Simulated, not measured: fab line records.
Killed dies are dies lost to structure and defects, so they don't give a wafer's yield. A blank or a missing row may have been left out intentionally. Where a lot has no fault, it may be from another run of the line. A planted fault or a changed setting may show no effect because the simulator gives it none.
Which tool did it?    flow nand-harc    23 lots, 69 wafers sampled, at 3 steps of a route of 1302

WHAT THE GAUGES READ, wafer by wafer
NHARC_A_M1_CD_MEAS_09 targets a cd of 120 nm.
lot   measured      on         cd-nm (nm)
L074  day 23 08:38  cd-sem-03  119.9 120.1 119.9
L075  day 23 14:08  cd-sem-03  120.1 119.5 119.4
L077  day 24 04:21  cd-sem-03  119.6 119.3 118.6
L076  day 24 06:25  cd-sem-01  119.5 119.1 119.6
L078  day 24 20:58  cd-sem-03  119.2 119.7 120.1
L079  day 25 01:03  cd-sem-02  119.8 120.2 119.7
L080  day 26 00:47  cd-sem-03  119.4 120.0 119.4
L081  day 26 01:05  cd-sem-02  120.4 120.3 118.6
L082  day 26 12:49  cd-sem-02  120.3 119.3 119.1
L083  day 26 20:04  cd-sem-02  119.7 120.1 119.2
L085  day 27 07:39  cd-sem-03  119.7 119.2 119.8
L084  day 27 09:25  cd-sem-03  120.5 120.9 120.8
L086  day 27 23:28  cd-sem-03  119.5 119.6 120.0
L087  day 28 20:44  cd-sem-01  119.2 119.5 118.7
L089  day 29 03:14  cd-sem-03  119.7 119.6 119.6
L088  day 29 05:14  cd-sem-01  119.1 119.7 119.0
L091  day 29 14:14  cd-sem-03  119.0 119.0 119.3
L092  day 30 06:12  cd-sem-03  118.5 118.9 118.4
L094  day 30 20:59  cd-sem-02  119.9 120.7 120.1
L093  day 30 22:11  cd-sem-02  119.7 120.4 120.0
L095  day 31 21:35  cd-sem-01  120.8 120.6 119.2
L096  day 32 06:05  cd-sem-02  120.4 120.2 120.3
L097  day 32 06:52  cd-sem-01  119.2 119.6 118.7

EACH LOT AND THE TOOL THAT RAN IT (in order: tool; ch and the chambers of the sampled wafers; start)
lot   NHARC_A_M0_ETCH_34                  NHARC_A_M0_STRIP_18
L074  rie-diel-07 ch 0,1,3, day 23 04:54  rie-diel-09 ch 0,1,2, day 23 05:11
L075  rie-diel-07 ch 1,2,3, day 23 10:21  rie-diel-07 ch 0,1,3, day 23 10:42
L077  rie-diel-07 ch 0,1,2, day 24 00:05  rie-diel-09 ch 0,3, day 24 00:22
L076  rie-diel-07 ch 1,2,3, day 24 02:38  rie-diel-13 ch 0,2,3, day 24 02:55
L078  rie-diel-13 ch 1,2,3, day 24 16:45  rie-diel-09 ch 1,2,3, day 24 17:05
L079  rie-diel-13 ch 2,3, day 24 21:07    rie-diel-07 ch 0,1,2, day 24 21:25
L080  rie-diel-07 ch 0,2,3, day 25 21:02  rie-diel-09 ch 0,1,2, day 25 21:19
L081  rie-diel-07 ch 1,2,3, day 25 21:15  rie-diel-13 ch 0,1,3, day 25 21:32
L082  rie-diel-09 ch 1,3, day 26 09:07    rie-diel-13 ch 0,1,3, day 26 09:24
L083  rie-diel-13 ch 0,1, day 26 16:16    rie-diel-09 ch 0,3, day 26 16:35
L085  rie-diel-07 ch 0,1,2, day 27 04:02  rie-diel-13 ch 0,2,3, day 27 04:19
L084  rie-diel-09 ch 0,2, day 27 05:40    rie-diel-07 ch 0,3, day 27 05:57
L086  rie-diel-09 ch 0,1,2, day 27 19:37  rie-diel-07 ch 2,3, day 27 19:54
L087  rie-diel-09 ch 0,1,2, day 28 16:58  rie-diel-09 ch 1,2, day 28 17:14
L089  rie-diel-13 ch 0,1,2, day 28 23:28  rie-diel-07 ch 0,2,3, day 28 23:50
L088  rie-diel-13 ch 0,1, day 29 01:28    rie-diel-07 ch 1,2,3, day 29 01:45
L091  rie-diel-13 ch 1,2, day 29 10:29    rie-diel-13 ch 0,3, day 29 10:46
L092  rie-diel-09 ch 1,2, day 30 02:19    rie-diel-09 ch 1,2, day 30 02:37
L094  rie-diel-09 ch 0,1,3, day 30 17:15  rie-diel-07 ch 0,1,3, day 30 17:32
L093  rie-diel-07 ch 0,1,3, day 30 18:27  rie-diel-13 ch 0,1,2, day 30 18:44
L095  rie-diel-13 ch 0,1,3, day 31 17:49  rie-diel-13 ch 0,1,3, day 31 18:06
L096  rie-diel-13 ch 0,1, day 32 01:28    rie-diel-09 ch 1,2,3, day 32 01:48
L097  rie-diel-13 ch 1,2,3, day 32 02:52  rie-diel-07 ch 1,2,3, day 32 03:11
- NHARC_A_M0_ETCH_34: etches the open film in N2/H2, target depth 40 nm, overetch 12 nm, time 43.94 s.
- NHARC_A_M0_STRIP_18: strips in N2/H2.

AS READ BY THE TOOLS THEMSELVES (means over the sampled wafers that have a number; for cases with no such wafer, the mark the record gives instead)
NHARC_A_M0_ETCH_34.
lot   tool         drypump-motor-current-A (A)  oes-product-au (a.u.)  rf-vpp-V (V)  showerhead-plenum-p-Torr (Torr)  throttle-valve-pct (%)
L074  rie-diel-07  5.8                          1.006                  432.2         2.10                             14.168
L075  rie-diel-07  5.6                          1.001                  429.8         2.02                             14.165
L077  rie-diel-07  5.6                          1.000                  430.8         2.04                             14.170
L076  rie-diel-07  5.5                          1.011                  430.8         2.02                             14.168
L078  rie-diel-13  5.8                          0.998                  431.6         2.08                             14.177
L079  rie-diel-13  5.6                          0.989                  434.0         2.15                             14.166
L080  rie-diel-07  5.6                          1.000                  430.8         2.02                             14.165
L081  rie-diel-07  5.6                          1.002                  431.1         2.02                             14.166
L082  rie-diel-09  5.5                          1.001                  429.0         1.98                             14.170
L083  rie-diel-13  5.4                          0.996                  432.7         2.12                             14.166
L085  rie-diel-07  5.6                          1.005                  430.2         2.04                             14.166
L084  rie-diel-09  5.4                          1.003                  430.6         2.06                             14.171
L086  rie-diel-09  5.2                          0.997                  431.6         2.08                             14.175
L087  rie-diel-09  5.2                          1.004                  432.1         2.08                             14.170
L089  rie-diel-13  5.5                          0.989                  431.9         2.11                             14.170
L088  rie-diel-13  5.4                          0.994                  432.5         2.12                             14.171
L091  rie-diel-13  5.8                          0.983                  430.1         2.03                             14.171
L092  rie-diel-09  5.1                          1.001                  430.2         2.04                             14.171
L094  rie-diel-09  5.4                          1.004                  430.6         2.04                             14.167
L093  rie-diel-07  5.8                          0.997                  432.6         2.09                             14.167
L095  rie-diel-13  5.7                          0.996                  432.4         2.09                             14.176
L096  rie-diel-13  5.4                          0.990                  432.7         2.12                             14.173
L097  rie-diel-13  5.8                          0.989                  431.8         2.08                             14.173

NHARC_A_M0_STRIP_18.
lot   tool         drypump-motor-current-A (A)  oes-product-au (a.u.)  rf-vpp-V (V)  showerhead-plenum-p-Torr (Torr)  throttle-valve-pct (%)
L074  rie-diel-09  5.2                          1.010                  91.9          2.08                             14.167
L075  rie-diel-07  5.8                          1.008                  90.8          2.09                             14.167
L077  rie-diel-09  5.7                          1.007                  90.3          2.06                             14.173
L076  rie-diel-13  5.5                          0.993                  91.1          2.16                             14.171
L078  rie-diel-09  5.3                          1.001                  90.6          2.01                             14.172
L079  rie-diel-07  5.6                          1.008                  90.7          2.04                             14.165
L080  rie-diel-09  5.2                          1.001                  90.3          2.08                             14.172
L081  rie-diel-13  5.7                          0.997                  90.7          2.09                             14.178
L082  rie-diel-13  5.7                          0.985                  90.9          2.09                             14.171
L083  rie-diel-09  5.7                          1.003                  91.2          2.06                             14.173
L085  rie-diel-13  5.5                          0.996                  91.1          2.16                             14.162
L084  rie-diel-07  5.8                          1.004                  91.5          2.07                             14.172
L086  rie-diel-07  5.4                          1.006                  89.9          1.94                             14.174
L087  rie-diel-09  5.0                          1.005                  90.2          2.07                             14.168
L089  rie-diel-07  5.6                          0.997                  90.1          2.02                             14.176
L088  rie-diel-07  5.5                          1.000                  90.9          2.02                             14.172
L091  rie-diel-13  5.4                          0.995                  90.5          2.17                             14.176
L092  rie-diel-09  5.1                          1.001                  91.5          2.04                             14.179
L094  rie-diel-07  5.8                          1.002                  91.4          2.09                             14.177
L093  rie-diel-13  5.5                          0.995                  91.1          2.11                             14.174
L095  rie-diel-13  5.7                          0.984                  90.4          2.09                             14.172
L096  rie-diel-09  5.3                          1.008                  89.7          2.01                             14.179
L097  rie-diel-07  5.6                          0.991                  91.1          2.02                             14.168

THE ANSWER, worked out from the rows above alone
Rule: usual is defined by the lots themselves. The widest of any qualifying gaps counts: lots, ordered by their means at a reading, are off when they make up no more than a third of the lots, leave a main group of 4 or more, and stand apart from it by 3 or more times the standard deviation of that group's means. The tables above print the reading to a certain number of digits; a main group whose means all agree to those digits is not used. A lot without any number at a reading at which 4 lots or more have one is off too. All remaining lots with rows at the step are treated as sound. The gauges are gone through in route order, then the tools' own readings, and for those a lot's mean is taken as printed above. At the first step where some lot is off, the reading lying furthest off is the one used; lots without a number count as furthest.
No lot is off at any reading shown: from this, nothing can be told.

WHAT THE SIMULATOR HAD INSERTED
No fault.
